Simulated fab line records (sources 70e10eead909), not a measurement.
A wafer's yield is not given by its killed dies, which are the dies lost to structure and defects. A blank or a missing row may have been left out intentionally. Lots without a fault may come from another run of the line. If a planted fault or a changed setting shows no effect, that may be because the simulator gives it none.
Which tool did it? :: flow nand harc :: Sampling: 10 lots, 27 wafers, 4 of 1302 route steps

WHAT THE GAUGES READ, wafer by wafer
NHARC_A_CHANNEL_HOLE_D1_CD_MEAS_10: the cd target is 100 nm.
lot: L463
measured: day 9 05:56
on: cd sem-02
cd nm (nm): 100.4 99.9 99.6

lot: L465
measured: day 10 04:20
on: cd sem-01
cd nm (nm): 99.5 100.4 99.3

lot: L467
measured: day 10 18:41
on: cd sem-02
cd nm (nm): 100.0 100.0 99.7

lot: L469
measured: day 12 01:50
on: cd sem-02
cd nm (nm): 98.8 98.6 99.5

lot: L477
measured: day 15 06:32
on: cd sem-02
cd nm (nm): 99.6 99.6 100.3

lot: L478
measured: day 15 14:11
on: cd sem-03
cd nm (nm): 100.1 116.3

lot: L479
measured: day 16 02:31
on: cd sem-03
cd nm (nm): 99.9 116.3

lot: L481
measured: day 16 11:07
on: cd sem-01
cd nm (nm): 99.7 115.6

lot: L482
measured: day 17 09:22
on: cd sem-01
cd nm (nm): 100.0 99.5 99.7

lot: L484
measured: day 17 23:05
on: cd sem-01
cd nm (nm): 99.8 100.4 100.5

EACH LOT AND THE TOOL THAT RAN IT (in order: tool; ch and the chambers of the sampled wafers; start)
lot: L463
NHARC_A_ONON_D1_DEP_33: pecvd-02 ch 0,1,2, day 9 00:41
NHARC_A_CHANNEL_HOLE_D1_DEP_01: pecvd-01 ch 0,1,2, day 9 05:25
NHARC_A_CHANNEL_HOLE_D1_PEB_08: litho track-06 ch 0, day 9 05:51

lot: L465
NHARC_A_ONON_D1_DEP_33: pecvd-04 ch 0,1,2, day 10 01:14
NHARC_A_CHANNEL_HOLE_D1_DEP_01: pecvd-01 ch 0,1,2, day 10 03:46
NHARC_A_CHANNEL_HOLE_D1_PEB_08: litho track-06 ch 0, day 10 04:16

lot: L467
NHARC_A_ONON_D1_DEP_33: pecvd-04 ch 0,1,2, day 10 15:02
NHARC_A_CHANNEL_HOLE_D1_DEP_01: pecvd-03 ch 1,2, day 10 18:02
NHARC_A_CHANNEL_HOLE_D1_PEB_08: litho track-06 ch 0, day 10 18:37

lot: L469
NHARC_A_ONON_D1_DEP_33: pecvd-02 ch 0,1,2, day 11 18:51
NHARC_A_CHANNEL_HOLE_D1_DEP_01: pecvd-03 ch 0,1,2, day 12 01:11
NHARC_A_CHANNEL_HOLE_D1_PEB_08: litho track-06 ch 0, day 12 01:46

lot: L477
NHARC_A_ONON_D1_DEP_33: pecvd-02 ch 0,1,2, day 15 01:17
NHARC_A_CHANNEL_HOLE_D1_DEP_01: pecvd-03 ch 0,1,2, day 15 05:57
NHARC_A_CHANNEL_HOLE_D1_PEB_08: litho track-06 ch 0, day 15 06:28

lot: L478
NHARC_A_ONON_D1_DEP_33: pecvd-04 ch 1,2, day 15 06:57
NHARC_A_CHANNEL_HOLE_D1_DEP_01: pecvd-01 ch 1,2, day 15 13:35
NHARC_A_CHANNEL_HOLE_D1_PEB_08: litho track-06 ch 0, day 15 14:07

lot: L479
NHARC_A_ONON_D1_DEP_33: pecvd-03 ch 0,2, day 15 23:32
NHARC_A_CHANNEL_HOLE_D1_DEP_01: pecvd-02 ch 1,2, day 16 01:58
NHARC_A_CHANNEL_HOLE_D1_PEB_08: litho track-06 ch 0, day 16 02:26

lot: L481
NHARC_A_ONON_D1_DEP_33: pecvd-04 ch 0,2, day 16 06:19
NHARC_A_CHANNEL_HOLE_D1_DEP_01: pecvd-01 ch 1,2, day 16 10:23
NHARC_A_CHANNEL_HOLE_D1_PEB_08: litho track-06 ch 0, day 16 11:02

lot: L482
NHARC_A_ONON_D1_DEP_33: pecvd-02 ch 0,1,2, day 17 06:12
NHARC_A_CHANNEL_HOLE_D1_DEP_01: pecvd-03 ch 0,1, day 17 08:40
NHARC_A_CHANNEL_HOLE_D1_PEB_08: litho track-01 ch 0, day 17 09:17

lot: L484
NHARC_A_ONON_D1_DEP_33: pecvd-04 ch 0,1,2, day 17 19:11
NHARC_A_CHANNEL_HOLE_D1_DEP_01: pecvd-01 ch 0,1,2, day 17 22:31
NHARC_A_CHANNEL_HOLE_D1_PEB_08: litho track-04 ch 0, day 17 23:01
- NHARC_A_ONON_D1_DEP_33: deposits SiO2, target thk 200 nm.
- NHARC_A_CHANNEL_HOLE_D1_DEP_01: deposits SiON, target thk 140 nm.
- NHARC_A_CHANNEL_HOLE_D1_PEB_08: peb time 65 s.

THE ANSWER, worked out from the rows above alone
Rule: usual is defined by the lots themselves. Put in order of their means at a reading, lots are off if they are a third of the lots or fewer, leave a main group of 4 or more, and stand apart from it by a gap of 3 or more times the standard deviation of the main group's means; of several such gaps the widest counts. A main group whose means are all the same, to the digits that the tables above print for the reading, isn't used. A lot without any number at a reading at which 4 lots or more have one is off too. Any other lot the step has rows for is counted as sound.
Off: L478, L479, L481 (NHARC_A_CHANNEL_HOLE_D1_CD_MEAS_10, cd nm). The main group has a mean of 99.8 nm with a standard deviation of 0.36.
A tool fits if, at a process step before that reading, it ran every lot that is off, and no sound lot after the first of them. The gauges at NHARC_A_CHANNEL_HOLE_D1_CD_MEAS_10 are tried like those tools. One fits: litho track-06 at NHARC_A_CHANNEL_HOLE_D1_PEB_08. A fault onset in the window from L477 (day 15 06:28, its last sound lot) to L478 (day 15 14:07, its first lot off) fits.

WHAT WAS PUT IN BY THE SIMULATOR
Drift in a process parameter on litho track-06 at NHARC_A_CHANNEL_HOLE_D1_PEB_08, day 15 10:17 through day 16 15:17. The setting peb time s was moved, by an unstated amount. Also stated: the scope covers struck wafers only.
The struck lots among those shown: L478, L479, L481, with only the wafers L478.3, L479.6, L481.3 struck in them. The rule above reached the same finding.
